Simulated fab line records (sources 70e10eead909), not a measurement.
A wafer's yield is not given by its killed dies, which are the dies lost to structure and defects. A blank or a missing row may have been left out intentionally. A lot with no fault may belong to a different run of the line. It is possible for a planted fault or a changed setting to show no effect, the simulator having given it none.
Chamber matching    flow nand-harc    pecvd-04 running NHARC_A_STAIRCASE_DEP_471: 3 sister chambers
The step deposits SiO2, target thk 100 nm. 3 wafers are shown with their chamber, then 8 later ones without.

== WAFERS WITH THEIR CHAMBER ==
wafer   chamber  throttle-valve-pct (%)
L082.5  1        15.8
L082.6  2        15.6
L089.2  0        16.2

== WAFERS WITH NO CHAMBER GIVEN ==
wafer   throttle-valve-pct (%)
L089.5  16.1
L089.6  15.5
L092.1  15.7
L092.2  16.0
L092.4  16.3
L097.1  15.8
L097.2  15.5
L097.5  15.4

== THE CHAMBER EACH PASSED THROUGH ==
wafer   from the rows above           in truth
L089.5  can't be placed: 0 or 1       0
L089.6  can't be placed: 2 or 1       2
L092.1  can't be placed: 2 or 1       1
L092.2  can't be placed: 0 or 1 or 2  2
L092.4  0                             0
L097.1  can't be placed: 1 or 2       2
L097.2  can't be placed: 2 or 1       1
L097.5  can't be placed: 2 or 1       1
Correct placement for 1 of the 8. Not placeable from these rows: 7 (in 7, the candidates include the true chamber). Placed wrongly: 0.
How it was worked out, from the rows above alone: a wafer's distance from a chamber is the root of the sum, over the readings, of the square of ((its reading less the chamber's mean) divided by the reading's scatter). If the next closest chamber is less than 2 further off than the closest, the wafer can't be placed; otherwise it belongs to the closest. A chamber's mean is the mean of its shown wafers. The scatter (one wafer shown for each chamber): square how far every hidden wafer sits from the nearest shown wafer, average those squares and take the square root.
